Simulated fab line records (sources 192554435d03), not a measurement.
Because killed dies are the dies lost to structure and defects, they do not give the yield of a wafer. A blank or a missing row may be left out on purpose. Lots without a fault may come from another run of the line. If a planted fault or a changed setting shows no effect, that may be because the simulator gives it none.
fab line records	flow n5_finfet
record lots=24	wafers=72	last_day=18
route steps=1938 shown BEOL_M5@1171 BEOL_M6@1241
lots that met no fault: from a run of the same line without faults
start_h: hours from the record's first day to the start of the lot's first wafer shown	wait_h: hours from the lot's prior step to this one	" identical to the entry in the row above	L1.1+2: one row covering several wafers at once	- no value, or no start was given	* or withheld: withheld	< > ~ a bound
route shown NAME@n: a module of which the file shows steps, and the number in the route of the first	usual: mean/standard deviation of fault-free wafers	same: alike in all rows	chamber/n: place in a boat	sites: per-site readings	_std_site: how widely they spread, as a standard deviation	_edge_site: inner sites' mean taken away from outer sites' mean	radius_mm: for every site, how far away it sits from the centre of the wafer	mask NAME#n: copy n	behind: the tool/chamber that last shaped the wafer	hold: why the lot went on hold/how many hours it stayed there/how the hold came to an end	device: the transistor (n, p or np) that didn't switch	end of line: the route-end tests of the same wafers	a step given without rows: its recipe and nothing more	killed: the dies lost at the first sort to structure and to defects; this is not the yield of the wafer	map: dies across one wafer; x = killed, . = not, _ = none there
set.NAME: the setting the step ran with; set.NAME@STEP: the setting that earlier step ran with	model.NAME: the simulator's own value behind a step, which no gauge read
one table for each step of the route and one row for each wafer, over a sample of lots
services: when a tool's chamber went out of use (start_h, in hours from the record's first day, below 0 if earlier), for how many hours, and the reason
## steps
# step N5_BEOL_M5_PRE_CLEAN_45
# recipe gas=H2/He	time_s=30	temp_c=250
# usual heater_power_w=331/42	susceptor_temp_C=250.00/0.18
lot.wafer	tool	chamber	start_h	wait_h	heater_power_w	susceptor_temp_C
L074.1	pvd_sputter-01	-	169.06	0.0	317	250.06
L074.2	"	-	"	"	305	249.88
L074.5	"	-	"	"	313	250.02
L075.3	pvd_sputter-01	-	172.50	0.0	378	250.05
L075.4	"	-	"	"	300	249.86
L075.5	"	-	"	"	387	249.96
L076.1	pvd_sputter-01	-	174.94	0.0	384	250.21
L076.2	"	-	"	"	322	250.00
L076.3	"	-	"	"	296	250.35
L077.3	pvd_sputter-02	-	182.71	0.0	357	249.81
L077.4	"	-	"	"	329	249.92
L077.5	"	-	"	"	316	249.93
L079.2	pvd_sputter-03	-	195.89	0.0	335	249.80
L079.3	"	-	"	"	406	249.85
L079.4	"	-	"	"	247	249.89
L078.1	pvd_sputter-03	-	199.21	0.0	249	249.69
L078.3	"	-	"	"	399	249.95
L078.4	"	-	"	"	334	249.99
L080.2	pvd_sputter-02	-	208.70	0.0	360	249.68
L080.3	"	-	"	"	323	250.24
L080.4	"	-	"	"	322	249.95
L081.1	pvd_sputter-01	-	219.99	0.0	302	250.01
L081.3	"	-	"	"	370	249.89
L081.6	"	-	"	"	316	250.07
L082.1	pvd_sputter-01	-	226.64	0.0	314	250.38
L082.3	"	-	"	"	295	250.16
L082.4	"	-	"	"	313	250.06
L083.2	pvd_sputter-02	-	231.42	0.0	349	250.12
L083.3	"	-	"	"	331	250.33
L083.6	"	-	"	"	316	249.87
L084.3	pvd_sputter-02	-	236.89	0.0	321	249.94
L084.5	"	-	"	"	348	250.15
L084.6	"	-	"	"	357	250.06
L085.1	pvd_sputter-03	-	240.27	0.0	331	250.57
L085.2	"	-	"	"	404	249.90
L085.6	"	-	"	"	420	250.05
L086.3	pvd_sputter-01	-	255.58	0.0	299	250.17
L086.4	"	-	"	"	387	249.97
L086.5	"	-	"	"	379	250.11
L087.3	pvd_sputter-03	-	262.80	0.0	333	249.59
L087.4	"	-	"	"	407	249.92
L087.5	"	-	"	"	325	249.62
L088.1	pvd_sputter-03	-	262.88	0.0	327	250.11
L088.2	"	-	"	"	332	249.90
L088.5	"	-	"	"	244	249.92
L090.4	pvd_sputter-03	-	276.79	0.0	334	249.74
L090.5	"	-	"	"	331	250.03
L090.6	"	-	"	"	324	250.17
L089.2	pvd_sputter-03	-	279.44	0.0	325	250.29
L089.5	"	-	"	"	242	249.79
L089.6	"	-	"	"	328	249.88
L091.1	pvd_sputter-03	-	288.04	0.0	333	250.17
L091.3	"	-	"	"	407	250.00
L091.6	"	-	"	"	334	250.05
L092.1	pvd_sputter-03	-	293.36	0.0	410	249.94
L092.2	"	-	"	"	247	250.26
L092.5	"	-	"	"	407	250.12
L094.2	pvd_sputter-01	-	294.51	0.0	296	250.26
L094.3	"	-	"	"	315	249.96
L094.4	"	-	"	"	314	250.24
L095.4	pvd_sputter-01	-	294.59	0.0	298	250.10
L095.5	"	-	"	"	325	249.64
L095.6	"	-	"	"	313	250.20
L093.1	pvd_sputter-02	-	299.99	0.0	318	250.32
L093.4	"	-	"	"	345	250.09
L093.5	"	-	"	"	357	250.09
L096.1	pvd_sputter-01	-	323.61	0.0	309	250.05
L096.3	"	-	"	"	326	250.11
L096.5	"	-	"	"	372	249.86
L097.2	pvd_sputter-01	-	329.63	0.0	316	250.01
L097.4	"	-	"	"	384	250.26
L097.5	"	-	"	"	329	250.01
# step N5_BEOL_M5_SPUTTER_81
# recipe material=Cu	target_thk_a=150	temp_c=-20	chamber_pressure_pa=0.07	power_w=withheld	time_s=27.62
# usual susceptor_temp_C=-20.01/0.11	throttle_valve_pct=29.4/0.91
lot.wafer	tool	chamber	start_h	wait_h	susceptor_temp_C	throttle_valve_pct
L074.1	pvd_sputter-02	-	170.69	0.5	-19.92	29.3
L074.2	"	-	"	"	-20.04	29.9
L074.5	"	-	"	"	-20.11	31.8
L075.3	pvd_sputter-03	-	175.45	0.5	-20.01	29.1
L075.4	"	-	"	"	-20.09	28.9
L075.5	"	-	"	"	-20.02	29.2
L076.1	pvd_sputter-01	-	177.00	0.5	-20.03	28.7
L076.2	"	-	"	"	-20.17	30.0
L076.3	"	-	"	"	-20.02	29.1
L077.3	pvd_sputter-03	-	184.93	0.5	-19.85	29.3
L077.4	"	-	"	"	-20.03	28.8
L077.5	"	-	"	"	-19.96	29.4
L079.2	pvd_sputter-02	-	197.65	0.5	-20.06	29.0
L079.3	"	-	"	"	-19.99	30.1
L079.4	"	-	"	"	-20.16	32.1
L078.1	pvd_sputter-02	-	202.08	0.5	-20.11	29.9
L078.3	"	-	"	"	-20.03	30.1
L078.4	"	-	"	"	-20.14	28.8
L080.2	pvd_sputter-01	-	210.53	0.5	-19.97	28.9
L080.3	"	-	"	"	-19.89	29.8
L080.4	"	-	"	"	-19.97	29.1
L081.1	pvd_sputter-01	-	221.98	0.5	-20.11	28.9
L081.3	"	-	"	"	-19.99	29.8
L081.6	"	-	"	"	-19.95	29.0
L082.1	pvd_sputter-01	-	230.28	0.5	-20.02	28.7
L082.3	"	-	"	"	-20.08	29.7
L082.4	"	-	"	"	-20.03	29.2
L083.2	pvd_sputter-02	-	233.35	0.5	-20.01	30.2
L083.3	"	-	"	"	-20.10	29.9
L083.6	"	-	"	"	-19.96	32.2
L084.3	pvd_sputter-01	-	239.25	0.5	-19.98	29.1
L084.5	"	-	"	"	-19.89	29.0
L084.6	"	-	"	"	-20.10	28.9
L085.1	pvd_sputter-03	-	241.97	0.5	-19.99	28.8
L085.2	"	-	"	"	-20.11	29.1
L085.6	"	-	"	"	-19.98	28.7
L086.3	pvd_sputter-01	-	257.18	0.5	-20.14	28.5
L086.4	"	-	"	"	-20.10	28.6
L086.5	"	-	"	"	-20.05	29.0
L087.3	pvd_sputter-03	-	264.45	0.5	-20.02	28.6
L087.4	"	-	"	"	-19.99	28.8
L087.5	"	-	"	"	-19.83	29.2
L088.1	pvd_sputter-01	-	264.65	0.5	-19.85	28.9
L088.2	"	-	"	"	-20.09	29.5
L088.5	"	-	"	"	-20.32	29.7
L090.4	pvd_sputter-01	-	278.66	0.5	-20.01	28.9
L090.5	"	-	"	"	-20.09	29.1
L090.6	"	-	"	"	-20.15	29.0
L089.2	pvd_sputter-03	-	281.60	0.5	-19.84	29.5
L089.5	"	-	"	"	-20.21	28.8
L089.6	"	-	"	"	-19.95	28.4
L091.1	pvd_sputter-02	-	289.70	0.5	-20.06	29.8
L091.3	"	-	"	"	-20.06	31.9
L091.6	"	-	"	"	-19.93	31.8
L092.1	pvd_sputter-03	-	295.15	0.5	-20.10	28.8
L092.2	"	-	"	"	-20.17	29.3
L092.5	"	-	"	"	-20.03	29.1
L094.2	pvd_sputter-02	-	296.61	0.5	-20.02	29.0
L094.3	"	-	"	"	-20.09	30.0
L094.4	"	-	"	"	-19.93	32.1
L095.4	pvd_sputter-01	-	296.62	0.5	-20.04	28.9
L095.5	"	-	"	"	-20.02	28.8
L095.6	"	-	"	"	-19.89	29.0
L093.1	pvd_sputter-01	-	301.94	0.5	-20.02	29.1
L093.4	"	-	"	"	-19.95	28.8
L093.5	"	-	"	"	-20.03	28.8
L096.1	pvd_sputter-03	-	325.60	0.5	-19.89	28.5
L096.3	"	-	"	"	-19.96	29.4
L096.5	"	-	"	"	-19.91	28.7
L097.2	pvd_sputter-02	-	331.24	0.5	-20.09	31.8
L097.4	"	-	"	"	-19.88	29.8
L097.5	"	-	"	"	-19.92	30.1
# step N5_BEOL_M5_CO_CAP_78
# recipe material=Co	target_thk_a=20	temp_c=200	precursor=CCTBA/H2	pressure_torr=30	time_s=102.1
# usual heater_power_w=249/33	susceptor_temp_C=200.00/0.17
lot.wafer	tool	chamber	start_h	wait_h	heater_power_w	susceptor_temp_C
L074.1	cvd_co-02	1	174.83	0.0	233	199.98
L074.2	"	2	"	"	218	200.18
L074.5	"	1	"	"	230	200.08
L075.3	cvd_co-02	0	180.25	0.0	270	200.28
L075.4	"	2	"	"	219	199.95
L075.5	"	0	"	"	268	199.95
L076.1	cvd_co-02	2	181.14	0.0	219	199.96
L076.2	"	0	"	"	271	200.03
L076.3	"	1	"	"	232	199.96
L077.3	cvd_co-01	2	189.08	0.0	312	200.13
L077.4	"	0	"	"	243	199.96
L077.5	"	2	"	"	306	199.99
L079.2	cvd_co-02	1	201.79	0.0	227	199.95
L079.3	"	2	"	"	219	199.80
L079.4	"	0	"	"	262	200.12
L078.1	cvd_co-02	1	206.21	0.0	231	200.23
L078.3	"	2	"	"	222	200.12
L078.4	"	0	"	"	269	199.99
L080.2	cvd_co-02	1	214.86	0.0	234	200.03
L080.3	"	2	"	"	219	200.27
L080.4	"	0	"	"	266	199.97
L081.1	cvd_co-02	2	226.11	0.0	219	200.07
L081.3	"	0	"	"	268	200.14
L081.6	"	0	"	"	265	200.08
L082.1	cvd_co-02	1	234.42	0.0	230	200.27
L082.3	"	2	"	"	214	199.87
L082.4	"	0	"	"	264	199.89
L083.2	cvd_co-01	0	237.51	0.0	237	199.78
L083.3	"	0	"	"	248	199.93
L083.6	"	0	"	"	243	199.73
L084.3	cvd_co-01	0	243.49	0.1	239	199.62
L084.5	"	0	"	"	245	199.91
L084.6	"	2	"	"	307	200.38
L085.1	cvd_co-01	0	246.31	0.0	247	199.90
L085.2	"	2	"	"	323	199.96
L085.6	"	2	"	"	309	200.20
L086.3	cvd_co-01	1	261.59	0.0	203	200.23
L086.4	"	1	"	"	211	200.13
L086.5	"	0	"	"	247	200.07
L087.3	cvd_co-01	1	268.58	0.0	204	199.92
L087.4	"	0	"	"	238	199.93
L087.5	"	1	"	"	211	200.05
L088.1	cvd_co-02	1	268.78	0.0	231	199.86
L088.2	"	2	"	"	216	200.03
L088.5	"	0	"	"	273	200.13
L090.4	cvd_co-02	0	282.84	0.0	268	200.07
L090.5	"	2	"	"	223	199.92
L090.6	"	1	"	"	239	200.12
L089.2	cvd_co-01	2	286.18	0.0	310	199.67
L089.5	"	2	"	"	313	199.70
L089.6	"	1	"	"	211	200.00
L091.1	cvd_co-01	1	293.84	0.0	209	199.76
L091.3	"	0	"	"	243	199.93
L091.6	"	0	"	"	244	199.91
L092.1	cvd_co-01	0	299.28	0.0	252	200.33
L092.2	"	2	"	"	308	200.06
L092.5	"	0	"	"	244	200.39
L094.2	cvd_co-02	0	300.83	0.0	271	199.87
L094.3	"	2	"	"	223	200.17
L094.4	"	0	"	"	269	199.78
L095.4	cvd_co-01	2	301.05	0.0	315	199.63
L095.5	"	0	"	"	249	199.93
L095.6	"	1	"	"	212	200.02
L093.1	cvd_co-02	0	308.28	0.0	264	200.07
L093.4	"	0	"	"	272	200.11
L093.5	"	1	"	"	236	199.89
L096.1	cvd_co-01	0	329.83	0.0	247	199.97
L096.3	"	1	"	"	208	199.98
L096.5	"	1	"	"	210	200.07
L097.2	cvd_co-02	2	335.39	0.0	222	200.05
L097.4	"	2	"	"	213	200.17
L097.5	"	2	"	"	226	199.99
# step N5_BEOL_M6_STRIP_80
# recipe chemistry=N2/H2	time_s=10	power_w=450	temp_c=40	pressure_mtorr=20	rf_frequency_hz=6e+07	bias_power_w=7	n2_flow_sccm=200	h2_flow_sccm=200
# usual drypump_motor_current_A=5.6/0.46	oes_product_au=0.81/0.074	rf_vpp_V=59.3/0.9	showerhead_plenum_p_Torr=2.54/0.077	throttle_valve_pct=23.48/0.19
lot.wafer	tool	chamber	start_h	wait_h	drypump_motor_current_A	oes_product_au	rf_hours_counter_h	rf_vpp_V	showerhead_plenum_p_Torr	throttle_valve_pct
L074.1	rie_diel-04	3	-	-	5.6	0.68	250	61.7	2.60	23.78
L074.2	"	2	"	"	5.0	0.84	54	61.3	2.59	23.85
L074.5	"	3	"	"	5.6	0.68	-	60.6	2.60	23.79
L075.3	rie_diel-02	3	-	-	6.1	0.72	199	60.2	2.49	23.51
L075.4	"	1	"	"	5.4	0.80	80	58.4	2.46	23.35
L075.5	"	3	"	"	6.1	0.72	-	58.5	2.49	23.52
L076.1	rie_diel-02	3	-	-	6.1	0.73	199	59.8	2.49	23.53
L076.2	"	2	"	"	6.2	0.87	27	58.4	2.49	23.20
L076.3	"	0	"	"	6.2	0.92	19	58.2	2.47	23.57
L077.3	rie_diel-04	0	-	-	5.9	0.93	7	60.0	2.47	23.38
L077.4	"	2	"	"	5.0	0.84	-	59.8	2.59	23.86
L077.5	"	1	"	"	5.2	0.89	-	58.7	2.73	23.42
L079.2	rie_diel-01	1	-	-	5.5	0.90	20	58.3	2.58	23.13
L079.3	"	0	"	"	5.7	0.72	187	60.1	2.63	23.24
L079.4	"	2	"	"	5.6	0.90	37	58.9	2.58	23.53
L078.1	rie_diel-04	3	-	-	5.6	0.98	3	58.1	2.60	23.49
L078.3	"	1	"	"	5.2	0.87	32	58.4	2.72	23.44
L078.4	"	2	"	"	4.9	0.82	66	59.6	2.59	23.87
L080.2	rie_diel-02	1	-	-	5.4	0.79	92	58.6	2.46	23.35
L080.3	"	3	"	"	6.1	0.71	212	58.0	2.49	23.54
L080.4	"	1	"	"	5.4	0.78	-	59.3	2.46	23.36
L081.1	rie_diel-01	1	-	-	5.5	0.89	28	58.1	2.58	23.15
L081.3	"	0	"	"	5.7	0.71	195	60.1	2.63	23.25
L081.6	"	3	"	"	4.8	0.75	-	58.2	2.56	23.53
L082.1	rie_diel-02	3	-	-	6.1	0.71	217	59.6	2.48	23.55
L082.3	"	0	"	"	6.2	0.88	37	59.2	2.46	23.59
L082.4	"	1	"	"	5.4	0.79	-	57.8	2.45	23.37
L083.2	rie_diel-04	2	-	-	5.0	0.82	77	57.7	2.58	23.89
L083.3	"	3	"	"	5.6	0.95	13	59.3	2.60	23.51
L083.6	"	0	"	"	5.9	0.90	-	57.7	2.46	23.42
L084.3	rie_diel-02	2	-	-	6.2	0.83	44	59.2	2.48	23.22
L084.5	"	3	"	"	6.1	0.71	-	60.4	2.48	23.55
L084.6	"	2	"	"	6.2	0.82	-	59.2	2.48	23.24
L085.1	rie_diel-01	3	-	-	4.8	0.75	121	60.5	2.55	23.54
L085.2	"	1	"	"	5.5	0.87	35	58.0	2.57	23.17
L085.6	"	2	"	"	5.6	0.88	-	58.6	2.57	23.58
L086.3	rie_diel-02	3	-	-	6.1	0.71	227	58.4	2.48	23.56
L086.4	"	0	"	"	6.2	0.86	47	59.1	2.46	23.62
L086.5	"	2	"	"	6.2	0.83	-	59.6	2.48	23.23
L087.3	rie_diel-02	2	-	-	6.2	0.82	53	57.6	2.48	23.24
L087.4	"	3	"	"	6.1	0.70	230	59.4	2.48	23.55
L087.5	"	0	"	"	6.3	0.86	-	58.4	2.46	23.62
L088.1	rie_diel-01	0	-	-	5.6	0.70	213	60.4	2.62	23.29
L088.2	"	1	"	"	5.5	0.86	45	59.6	2.57	23.17
L088.5	"	0	"	"	5.7	0.70	-	60.1	2.62	23.28
L090.4	rie_diel-04	1	-	-	5.1	0.84	-	61.8	2.72	23.47
L090.5	"	0	"	"	5.9	0.88	-	57.9	2.46	23.42
L090.6	"	2	"	"	5.0	0.79	-	60.1	2.58	23.91
L089.2	rie_diel-01	3	-	-	4.8	0.73	137	58.9	2.55	23.56
L089.5	"	1	"	"	5.6	0.84	-	59.1	2.57	23.19
L089.6	"	0	"	"	5.7	0.69	-	59.5	2.62	23.27
L092.1	rie_diel-04	0	-	-	5.9	0.86	36	59.8	2.46	23.43
L092.2	"	1	"	"	5.2	0.84	59	58.3	2.71	23.48
L092.5	"	0	"	"	5.9	0.86	-	58.2	2.46	23.43
L091.1	rie_diel-01	3	-	-	4.8	0.73	141	58.2	2.54	23.56
L091.3	"	0	"	"	5.7	0.69	222	59.6	2.62	23.31
L091.6	"	2	"	"	5.6	0.84	-	59.8	2.57	23.59
L094.2	rie_diel-01	2	-	-	5.6	0.85	74	60.1	2.57	23.60
L094.3	"	0	"	"	5.6	0.69	223	59.0	2.62	23.30
L094.4	"	1	"	"	5.5	0.82	56	59.9	2.57	23.20
L095.4	rie_diel-02	3	-	-	6.1	0.68	241	58.6	2.47	23.57
L095.5	"	0	"	"	6.2	0.84	-	59.0	2.45	23.66
L095.6	"	3	"	"	6.1	0.68	-	58.6	2.47	23.57
L093.1	rie_diel-01	0	-	-	5.6	0.69	225	60.7	2.62	23.31
L093.4	"	1	"	"	5.6	0.83	59	58.9	2.56	23.19
L093.5	"	1	"	"	5.5	0.83	-	59.2	2.56	23.19
L096.1	rie_diel-04	1	-	-	5.2	0.83	72	60.0	2.71	23.49
L096.3	"	0	"	"	5.9	0.85	48	59.4	2.45	23.45
L096.5	"	1	"	"	5.2	0.82	-	59.6	2.71	23.49
L097.2	rie_diel-02	1	-	-	5.4	0.74	134	59.1	2.44	23.41
L097.4	"	1	"	"	5.4	0.74	-	59.1	2.44	23.43
L097.5	"	0	"	"	6.2	0.82	-	58.8	2.45	23.65
# step N5_BEOL_M6_CD_MEAS_35
# recipe target_cd_nm=40	target_cd_y_nm=28	polarity=opening
# usual cd_nm=39.9/0.82
lot.wafer	tool	chamber	start_h	wait_h	cd_nm
L074.1	cd_sem-01	-	182.14	0.0	39.5
L074.2	"	-	"	"	39.0
L074.5	"	-	"	"	38.9
L075.3	cd_sem-03	-	185.58	0.0	38.6
L075.4	"	-	"	"	40.9
L075.5	"	-	"	"	39.8
L076.1	cd_sem-01	-	185.98	0.0	40.0
L076.2	"	-	"	"	41.7
L076.3	"	-	"	"	40.2
L077.3	cd_sem-02	-	196.77	0.0	39.7
L077.4	"	-	"	"	40.5
L077.5	"	-	"	"	39.0
L079.2	cd_sem-03	-	208.40	0.0	40.9
L079.3	"	-	"	"	41.0
L079.4	"	-	"	"	40.9
L078.1	cd_sem-02	-	209.92	0.0	40.4
L078.3	"	-	"	"	39.1
L078.4	"	-	"	"	39.1
L080.2	cd_sem-02	-	220.88	0.0	41.0
L080.3	"	-	"	"	39.8
L080.4	"	-	"	"	40.0
L081.1	cd_sem-01	-	229.88	0.0	40.6
L081.3	"	-	"	"	39.4
L081.6	"	-	"	"	39.7
L082.1	cd_sem-03	-	242.55	0.0	39.4
L082.3	"	-	"	"	40.6
L082.4	"	-	"	"	42.1
L083.2	cd_sem-01	-	243.60	0.0	39.9
L083.3	"	-	"	"	40.5
L083.6	"	-	"	"	40.8
L084.3	cd_sem-03	-	248.32	0.0	38.8
L084.5	"	-	"	"	40.5
L084.6	"	-	"	"	41.0
L085.1	cd_sem-01	-	250.30	0.0	39.4
L085.2	"	-	"	"	41.4
L085.6	"	-	"	"	39.1
L086.3	cd_sem-01	-	269.09	0.0	39.7
L086.4	"	-	"	"	40.8
L086.5	"	-	"	"	40.0
L087.3	cd_sem-03	-	274.64	0.0	39.0
L087.4	"	-	"	"	40.0
L087.5	"	-	"	"	39.8
L088.1	cd_sem-03	-	275.03	0.0	39.6
L088.2	"	-	"	"	41.2
L088.5	"	-	"	"	39.5
L090.4	cd_sem-03	-	286.88	0.0	39.2
L090.5	"	-	"	"	39.2
L090.6	"	-	"	"	39.1
L089.2	cd_sem-02	-	293.48	0.0	38.5
L089.5	"	-	"	"	39.7
L089.6	"	-	"	"	40.1
L092.1	cd_sem-03	-	302.95	0.0	39.8
L092.2	"	-	"	"	41.1
L092.5	"	-	"	"	39.5
L091.1	cd_sem-02	-	303.35	0.0	39.5
L091.3	"	-	"	"	39.7
L091.6	"	-	"	"	39.9
L094.2	cd_sem-03	-	305.64	0.0	40.7
L094.3	"	-	"	"	40.4
L094.4	"	-	"	"	39.3
L095.4	cd_sem-01	-	306.02	0.0	39.1
L095.5	"	-	"	"	39.9
L095.6	"	-	"	"	39.8
L093.1	cd_sem-02	-	311.99	0.0	40.9
L093.4	"	-	"	"	39.8
L093.5	"	-	"	"	40.0
L096.1	cd_sem-03	-	334.73	0.0	39.0
L096.3	"	-	"	"	40.2
L096.5	"	-	"	"	38.4
L097.2	cd_sem-02	-	346.15	0.0	40.4
L097.4	"	-	"	"	39.4
L097.5	"	-	"	"	40.5
# step N5_BEOL_M6_PRE_CLEAN_45
# recipe gas=H2/He	time_s=30	temp_c=250
# usual heater_power_w=334/36	susceptor_temp_C=249.99/0.17
lot.wafer	tool	chamber	start_h	wait_h	heater_power_w	susceptor_temp_C
L074.1	pvd_sputter-01	-	182.54	0.0	385	249.93
L074.2	"	-	"	"	318	249.85
L074.5	"	-	"	"	301	250.13
L075.3	pvd_sputter-01	-	186.01	0.0	320	249.97
L075.4	"	-	"	"	288	250.04
L075.5	"	-	"	"	317	250.04
L076.1	pvd_sputter-02	-	188.20	0.0	330	249.89
L076.2	"	-	"	"	319	249.89
L076.3	"	-	"	"	349	250.03
L077.3	pvd_sputter-03	-	197.51	0.0	340	250.10
L077.4	"	-	"	"	398	249.93
L077.5	"	-	"	"	328	250.06
L079.2	pvd_sputter-02	-	208.90	0.0	352	250.06
L079.3	"	-	"	"	362	250.07
L079.4	"	-	"	"	321	249.93
L078.1	pvd_sputter-02	-	211.64	0.0	348	249.76
L078.3	"	-	"	"	357	250.09
L078.4	"	-	"	"	324	249.83
L080.2	pvd_sputter-02	-	221.40	0.0	337	249.62
L080.3	"	-	"	"	327	249.72
L080.4	"	-	"	"	359	250.17
L081.1	pvd_sputter-02	-	230.44	0.0	352	249.78
L081.3	"	-	"	"	320	250.16
L081.6	"	-	"	"	363	249.72
L082.1	pvd_sputter-01	-	243.67	0.0	386	249.95
L082.3	"	-	"	"	316	250.07
L082.4	"	-	"	"	290	249.86
L083.2	pvd_sputter-01	-	244.21	0.0	294	249.64
L083.3	"	-	"	"	312	249.83
L083.6	"	-	"	"	379	250.15
L084.3	pvd_sputter-01	-	249.85	0.0	382	250.04
L084.5	"	-	"	"	383	250.10
L084.6	"	-	"	"	305	250.01
L085.1	pvd_sputter-03	-	250.70	0.0	250	249.89
L085.2	"	-	"	"	337	250.06
L085.6	"	-	"	"	338	249.99
L086.3	pvd_sputter-01	-	269.80	0.0	317	250.45
L086.4	"	-	"	"	302	250.24
L086.5	"	-	"	"	377	250.04
L087.3	pvd_sputter-03	-	275.34	0.0	404	250.01
L087.4	"	-	"	"	259	250.21
L087.5	"	-	"	"	250	250.00
L088.1	pvd_sputter-02	-	275.43	0.0	326	250.05
L088.2	"	-	"	"	347	249.98
L088.5	"	-	"	"	356	249.77
L090.4	pvd_sputter-03	-	288.12	0.0	323	249.82
L090.5	"	-	"	"	332	249.97
L090.6	"	-	"	"	330	249.69
L089.2	pvd_sputter-01	-	294.35	0.0	379	249.89
L089.5	"	-	"	"	382	249.69
L089.6	"	-	"	"	317	249.76
L092.1	pvd_sputter-02	-	303.67	0.0	352	250.02
L092.2	"	-	"	"	336	249.79
L092.5	"	-	"	"	365	250.24
L091.1	pvd_sputter-03	-	303.75	0.0	341	250.04
L091.3	"	-	"	"	400	250.10
L091.6	"	-	"	"	252	249.98
L094.2	pvd_sputter-01	-	306.18	0.0	306	249.73
L094.3	"	-	"	"	322	250.00
L094.4	"	-	"	"	380	250.23
L095.4	pvd_sputter-02	-	306.53	0.0	323	250.11
L095.5	"	-	"	"	345	249.97
L095.6	"	-	"	"	320	250.02
L093.1	pvd_sputter-01	-	313.00	0.0	383	250.07
L093.4	"	-	"	"	322	249.69
L093.5	"	-	"	"	295	250.41
L096.1	pvd_sputter-02	-	335.16	0.0	312	250.34
L096.3	"	-	"	"	340	249.80
L096.5	"	-	"	"	321	249.90
L097.2	pvd_sputter-03	-	346.93	0.0	405	249.94
L097.4	"	-	"	"	249	249.86
L097.5	"	-	"	"	248	250.10
## services
tool	chamber	start_h	hours	kind
rie_diel-04	0	165.14	-	clean
rie_diel-04	0	165.14	-	consumable_replace:focus_ring
rie_diel-04	0	165.14	17.2	scheduled_down
cvd_co-01	-	171.25	14.6	pm
rie_diel-04	1	173.76	7.8	repair
pvd_sputter-02	-	174.82	1.6	repair
cvd_co-02	-	185.90	14.6	pm
cvd_co-01	1	194.93	65.5	repair
cvd_co-01	-	211.02	2.8	pm
rie_diel-02	2	220.06	5.1	repair
rie_diel-02	-	236.00	4.0	repair
rie_diel-04	-	260.98	14.6	pm
rie_diel-04	3	277.80	22.7	repair
rie_diel-04	-	278.13	2.0	repair
rie_diel-04	3	321.91	5.7	repair
rie_diel-01	1	325.21	10.6	repair
cvd_co-02	1	333.33	-	clean
cvd_co-02	1	333.33	22.0	scheduled_down
cvd_co-02	1	333.33	22.0	vent_cycle
rie_diel-02	3	333.97	-	clean
rie_diel-02	3	333.97	-	consumable_replace:focus_ring
rie_diel-02	3	333.97	38.0	scheduled_down
rie_diel-02	3	333.97	38.0	vent_cycle
rie_diel-04	1	338.19	8.8	repair
## key
fault none
